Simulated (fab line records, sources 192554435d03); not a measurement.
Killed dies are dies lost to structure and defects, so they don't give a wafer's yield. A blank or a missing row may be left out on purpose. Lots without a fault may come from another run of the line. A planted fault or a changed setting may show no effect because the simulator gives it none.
One fault seen from 2 desks | flow n5_finfet | each desk has only its own numbers; what lay behind them comes last

THE TOOL OWNER'S DESK: epi_rpcvd-01
The tool's own readings at N5_SD_EPI_N_VAPOR_ETCH_50 (etches Si in HCl, time 54 s): means of the sampled wafers that have a number, for each lot that ran on this tool. A lot is out of limits, marked OUT, if its mean lies more than 4 standard deviations from the usual mean; the brackets give that distance.
Columns: A = lamp_inner_pct at N5_SD_EPI_N_VAPOR_ETCH_50, usual 22.3 %; B = throttle_valve_pct at N5_SD_EPI_N_VAPOR_ETCH_50, usual 12.0 %
lot  | first seen here | A    | B
L780 | day 4 10:30     | 20.2 | 11.4
L785 | day 5 16:28     | 20.2 | 11.2
L786 | day 5 23:11     | 20.3 | 11.4
L787 | day 6 05:49     | 20.2 | 11.4
L788 | day 6 10:13     | 20.4 | 11.3
L791 | day 7 03:26     | 20.2 | 11.2
This desk's finding: nothing out of limits on any of the 6 lots.

THE METROLOGY DESK
What the gauges read, lot by lot, whatever tool the lot ran on: means of the sampled wafers that have a number. A lot is out of limits, marked OUT, if its mean lies more than 4 standard deviations from the usual mean; the brackets give that distance. Of its 15 readings 7 are shown: the one that was out of limits first, and those that lie furthest out on some lot.
Columns: A = DIBL_N at N5_BEOL_M4_RC_MEAS_101, usual 36.3 mV/V; B = IOFF_N at N5_BEOL_M4_RC_MEAS_101, usual 0.16 nA/um; C = IOFF_N_85C at N5_BEOL_M4_RC_MEAS_101, usual 3.2 nA/um; D = IOFF_N_LIN at N5_BEOL_M4_RC_MEAS_101, usual 0.075 nA/um; E = ION_N at N5_BEOL_M4_RC_MEAS_101, usual 677 uA/um; F = REXT_N at N5_BEOL_M4_RC_MEAS_101, usual 75.5 ohm.um; G = SS_N at N5_BEOL_M4_RC_MEAS_101, usual 71.5 mV/dec
lot  | first seen here | A               | B              | C             | D                | E              | F               | G
L777 | day 9 08:14     | 37.9            | 0.20           | 3.8           | 0.090            | 691            | 74.6            | 71.9
L778 | day 9 09:10     | 36.3            | 0.16           | 3.2           | 0.075            | 673            | 75.3            | 72.2
L782 | day 10 01:01    | 36.5            | 0.20           | 3.8           | 0.095            | 695            | 76.5            | 71.4
L783 | day 10 10:07    | 36.4            | 0.15           | 2.9           | 0.071            | 674            | 74.6            | 71.1
L780 | day 10 15:43    | 38.2            | 0.19           | 3.7           | 0.087            | 694            | 74.9            | 71.7
L785 | day 10 20:47    | 39.1            | 0.17           | 3.3           | 0.077            | 677            | 74.6            | 72.4
L786 | day 11 08:43    | 35.9            | 0.16           | 3.0           | 0.074            | 671            | 73.5            | 71.0
L787 | day 11 09:18    | 35.9            | 0.14           | 2.6           | 0.064            | 669            | 79.1            | 70.9
L788 | day 11 23:54    | 51.0 (+8.2) OUT | 0.62 (+15) OUT | 9.7 (+13) OUT | 0.181 (+8.8) OUT | 747 (+5.9) OUT | 63.4 (-8.1) OUT | 76.4 (+8.1) OUT
L791 | day 12 03:20    | 48.8 (+6.9) OUT | 0.51 (+11) OUT | 8.4 (+10) OUT | 0.164 (+7.4) OUT | 737 (+5.0) OUT | 64.3 (-7.4) OUT | 74.3 (+4.6) OUT
This desk's finding: out of limits on L788, L791; first on L788, day 11 23:54 (DIBL_N at N5_BEOL_M4_RC_MEAS_101). In limits: L777, L778, L782, L783, L780, L785, L786, L787.

PUT TOGETHER
The metrology desk could have raised an alarm at day 11 23:54, on L788, L791.
The tool owner's desk saw nothing out of limits.
The tool owner's desk has L788, L791 on record, within its limits.
Of the lots named, all ran N5_SD_EPI_N_VAPOR_ETCH_50 on epi_rpcvd-01.

WHAT THE SIMULATOR HAD PUT IN
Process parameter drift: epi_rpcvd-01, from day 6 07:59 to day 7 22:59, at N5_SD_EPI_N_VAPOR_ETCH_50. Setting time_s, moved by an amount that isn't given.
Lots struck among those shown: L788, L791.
Hours from the fault's start to each desk's first reading out of limits: the metrology desk, 136.
